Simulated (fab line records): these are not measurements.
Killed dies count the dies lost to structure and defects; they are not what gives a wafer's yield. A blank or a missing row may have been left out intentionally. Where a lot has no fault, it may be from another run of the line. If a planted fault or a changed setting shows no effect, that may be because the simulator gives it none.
Which of the tools did it? || flow n5 finfet || 36 wafers sampled from 12 lots at 1 step of a route of 1938

## WHAT THE GAUGES READ, wafer by wafer
N5_BEOL_M14_INSPECT_12: inspects for defects (macro).
{"lot": "L076", "measured": "day 10 21:25", "on": "defect inspect-01", "raw defect count": "0 2 1"}
{"lot": "L077", "measured": "day 11 23:06", "on": "defect inspect-01", "raw defect count": "4 4 5"}
{"lot": "L081", "measured": "day 12 08:20", "on": "defect inspect-02", "raw defect count": "3 4 3"}
{"lot": "L078", "measured": "day 12 16:20", "on": "defect inspect-01", "raw defect count": "2 2 3"}
{"lot": "L084", "measured": "day 13 08:04", "on": "defect inspect-01", "raw defect count": "3 1 1"}
{"lot": "L085", "measured": "day 13 17:22", "on": "defect inspect-02", "raw defect count": "2 2 0"}
{"lot": "L088", "measured": "day 14 05:51", "on": "defect inspect-01", "raw defect count": "4 2 2"}
{"lot": "L089", "measured": "day 15 00:04", "on": "defect inspect-02", "raw defect count": "2 2 3"}
{"lot": "L092", "measured": "day 15 06:59", "on": "defect inspect-02", "raw defect count": "1 2 5"}
{"lot": "L093", "measured": "day 15 15:42", "on": "defect inspect-02", "raw defect count": "1 0 1"}
{"lot": "L094", "measured": "day 16 01:58", "on": "defect inspect-01", "raw defect count": "2 0 1"}
{"lot": "L096", "measured": "day 16 19:25", "on": "defect inspect-02", "raw defect count": "2 5 1"}

## WHAT TOOL EACH LOT RAN ON (gives the tool, then ch and the chambers of the sampled wafers, and finally the start)
The record holds no process step before these readings.

## THE ANSWER, worked out from the rows above alone
Rule: what is usual is taken from the lots themselves. Put in order of their means at a reading, lots are off if they are a third of the lots or fewer, leave a main group of 4 or more, and stand apart from it by a gap of 3 or more times the standard deviation of the main group's means; of several such gaps the widest counts. Not used: any main group whose means are identical at the precision the tables above print for the reading. Also off: a lot with no number at a reading for which 4 or more lots have one. The other lots that the step has rows for count as sound.
None of the lots is off at any reading shown; this tells nothing.

## WHAT HAD BEEN PUT IN BY THE SIMULATOR
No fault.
